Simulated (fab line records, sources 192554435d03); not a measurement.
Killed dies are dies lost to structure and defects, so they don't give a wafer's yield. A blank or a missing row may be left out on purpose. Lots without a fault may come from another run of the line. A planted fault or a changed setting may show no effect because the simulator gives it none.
Chamber matching | flow n5_finfet | N5_GATE_CUT_HM_OPEN_40 on rie_diel-03: 4 sister chambers
The step chemistry C4F6/O2, target SiO2, target depth 139 nm, time 85.1 s. 14 wafers are shown with their chamber, then 7 later ones without.

WAFERS WITH THEIR CHAMBER
wafer  | chamber | throttle_valve_pct (%) | showerhead_plenum_p_Torr (Torr) | rf_vpp_V (V)
L074.3 | 3       | 20.89                  | 3.05                            | 656
L074.4 | 2       | 20.55                  | 2.98                            | 666
L074.6 | 0       | 20.40                  | 2.84                            | 679
L077.3 | 2       | 20.55                  | 2.98                            | 666
L077.5 | 0       | 20.41                  | 2.84                            | 679
L077.6 | 1       | 21.36                  | 2.92                            | 657
L078.2 | 2       | 20.55                  | 2.97                            | 666
L078.4 | 3       | 20.90                  | 3.05                            | 657
L078.6 | 0       | 20.41                  | 2.84                            | 678
L082.2 | 2       | 20.55                  | 2.97                            | 664
L082.5 | 1       | 21.35                  | 2.91                            | 659
L082.6 | 2       | 20.58                  | 2.97                            | 666
L085.1 | 2       | 20.57                  | 2.97                            | 665
L085.2 | 0       | 20.41                  | 2.84                            | 679

SIGNATURES (means of the wafers above)
reading                  | chamber 0 | chamber 1 | chamber 2 | chamber 3 | scatter within a chamber
throttle_valve_pct       | 20.4075   | 21.3550   | 20.5583   | 20.8950   | 0.0103
showerhead_plenum_p_Torr | 2.8400    | 2.9150    | 2.9733    | 3.0500    | 0.00428
rf_vpp_V                 | 678.75    | 658.00    | 665.50    | 656.50    | 0.822
Rule: a wafer's distance from a chamber is the root of the sum, over the readings, of the square of ((its reading less the chamber's mean) divided by the reading's scatter). The wafer belongs to the nearest chamber; if the next one is less than 2 further off, it can't be placed. The scatter: the root of (the sum of the squares of (reading less its chamber's mean) over the shown wafers, divided by (wafers less chambers)).

WAFERS WITHOUT THEIR CHAMBER
wafer  | throttle_valve_pct (%) | showerhead_plenum_p_Torr (Torr) | rf_vpp_V (V)
L085.3 | 21.34                  | 2.91                            | 657
L088.3 | 20.44                  | 2.84                            | 676
L088.5 | 20.42                  | 2.84                            | 679
L088.6 | 20.89                  | 3.04                            | 656
L094.2 | 20.58                  | 2.97                            | 666
L094.3 | 20.92                  | 3.04                            | 656
L094.4 | 20.43                  | 2.83                            | 679

WHICH CHAMBER EACH WENT THROUGH
wafer  | from the rows above | in truth
L085.3 | 1                   | 1
L088.3 | 0                   | 0
L088.5 | 0                   | 0
L088.6 | 3                   | 3
L094.2 | 2                   | 2
L094.3 | 3                   | 3
L094.4 | 0                   | 0
Placed correctly: 7 of 7. Can't be placed from these rows: 0. Placed wrongly: 0.
